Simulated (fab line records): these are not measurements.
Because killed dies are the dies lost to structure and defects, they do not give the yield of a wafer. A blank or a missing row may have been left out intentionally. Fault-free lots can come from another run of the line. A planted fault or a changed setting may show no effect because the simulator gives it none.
A struck lot beside a sound one    flow nand-harc    22 steps out of a route of 1302
Sound: the wafers L697.1, L697.3, L697.5. Wafers struck: L714.1, L714.4, L714.6. The cause is named last.
Per side, at each step with rows, come the tool, then ch with its chambers, and then its first start. Under that, the readings that differ: sound wafers    struck wafers    difference of the means    sigmas: that difference in standard deviations of wafers without a fault.
alike: words and numbers the same on both sides, and readings whose means are apart by under 2 such deviations; not compared: readings that were withheld, readings missing a value for some wafer, numbers with overlapping values and no deviation given by the record, and bounds like >300 which may hide the same value.
Wherever a step has rows on one side only, a row that says differs or no value, or a row with sigmas, the two part there. When numbers do not overlap yet have no deviation, they are printed without sigmas and do not part them. A reading that every wafer of one side lacks parts them only if that side has two wafers or more.

NHARC_P_CONTACT_CVD_23: deposits W, target thk 200 nm, time 557 s.
  sound: cvd-w-02 ch 0,1; struck: cvd-w-02 ch 0,1
  alike: heater-power-w, throttle-valve-pct
NHARC_P_CONTACT_CMP_24: polishes, t overpolish 30 s, target thk 200 nm.
  sound on cmp-04 ch 0,1,3, day 8 01:47; struck on cmp-04 ch 1,2,3, day 15 03:37
  alike: motor-current-A, overpolish-run-s, time-to-endpoint-s
following that, these wafers have no rows for 1 step: NHARC_P_CONTACT_SRD_26.
NHARC_P_CONTACT_INSPECT_27:
  sound: defect-inspect-02 at day 8 02:08; struck: defect-inspect-02 at day 15 04:01
  alike: raw-defect-count
then, 7 steps without rows for these wafers: NHARC_P_M0_DEP_00 (deposits SiOC, target thk 150 nm); NHARC_P_M0_DEHYDRATE_01 (time 120 s); NHARC_P_M0_HMDS_02 (time 30 s); NHARC_P_M0_COAT_33 (time 65 s); NHARC_P_M0_COAT_03 (resist thk 90 nm); NHARC_P_M0_SOFTBAKE_04 (time 55 s); NHARC_P_M0_EBR_05.
NHARC_P_M0_EXPOSE_06: exposes mask P M0, target cd 90 nm.
  sound on arfi-scanner-01 ch 0, day 8 02:46; struck on arfi-scanner-03 ch 0, day 15 04:39
reading               sound              struck             difference  sigmas
exposure-dose-mJ-cm2  81.34 81.33 81.41  77.53 77.37 77.40  -3.93       -51
  alike: mask, reticle-temp-C
then, 2 steps without rows for these wafers: NHARC_P_M0_PEB_07 (peb time 65 s); NHARC_P_M0_DEVELOP_08 (develop time 35 s).
NHARC_P_M0_CD_MEAS_09: the cd target is 90 nm.
  sound on cd-sem-02 ch 0, day 8 02:54; struck on cd-sem-02 ch 0
reading     sound           struck          difference  sigmas
cd-nm (nm)  89.8 90.6 89.6  86.5 86.1 86.3  -3.7        -5
  not compared: hold
NHARC_P_M0_OVL_MEAS_10: pitch 180 nm.
  sound: overlay-01 at day 8 02:59; struck: overlay-01 at day 15 08:12
reading  sound  struck                                                                      difference                    sigmas
hold     - - -  await-dispo/3.1h/release await-dispo/3.1h/release await-dispo/3.1h/release  no value on the sound wafers  
  alike: overlay-x-nm, overlay-y-nm
NHARC_P_M0_INSPECT_11:
  sound: defect-inspect-02 at day 8 03:02; struck: defect-inspect-02 at day 15 08:14
  alike: raw-defect-count
NHARC_P_M0_DESCUM_14: chemistry O2, time 3 s.
  sound on rie-diel-05 ch 0,1,2, day 8 03:06; struck on rie-diel-05 ch 0,1, day 15 08:32
reading                sound              struck             difference  sigmas
model.P_M0.cd-nm (nm)  91.29 90.41 90.67  87.56 86.76 86.77  -3.76       
  alike: drypump-motor-current-A, oes-product-au, rf-vpp-V, showerhead-plenum-p-Torr, throttle-valve-pct
  not compared: rf-hours-counter-h
NHARC_P_M0_ETCH_34: etches the open film in N2/H2, target depth 40 nm, overetch 12 nm, time 43.94 s.
  sound on rie-diel-05 ch 1,2, day 8 03:10; struck on rie-diel-05 ch 0,2,3, day 15 08:41
  alike: drypump-motor-current-A, oes-product-au, rf-vpp-V, showerhead-plenum-p-Torr, throttle-valve-pct
  not compared: rf-hours-counter-h
NHARC_P_M0_ETCH_15: etches the open film in C4F8/Ar, target depth 150 nm, overetch 15 nm, time 82.5 s.
  sound: rie-diel-05 ch 0,1,3; struck: rie-diel-05 ch 0,1
reading                sound             struck            difference  sigmas
model.P_M0.cd-nm (nm)  90.8 90.27 90.06  87.82 86.5 86.14  -3.56       
  alike: oes-product-au, rf-vpp-V
  not compared: rf-hours-counter-h
NHARC_P_M0_CD_MEAS_16:
  sound: cd-sem-02 at day 8 03:23; struck: cd-sem-03 at day 15 08:53
reading     sound           struck          difference  sigmas
cd-nm (nm)  90.9 90.2 89.5  88.1 86.5 86.4  -3.2        -3
following that, these wafers have no rows for 1 step: NHARC_END_SORT_01.

## WHERE THEY PART
Last at NHARC_P_M0_CD_MEAS_16 as far as this record goes, first at NHARC_P_M0_EXPOSE_06.

WHY: what the simulator had put in
Process parameters drifting: arfi-scanner-03 at NHARC_P_M0_EXPOSE_06, beginning at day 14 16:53. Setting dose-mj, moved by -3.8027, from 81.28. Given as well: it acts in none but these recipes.
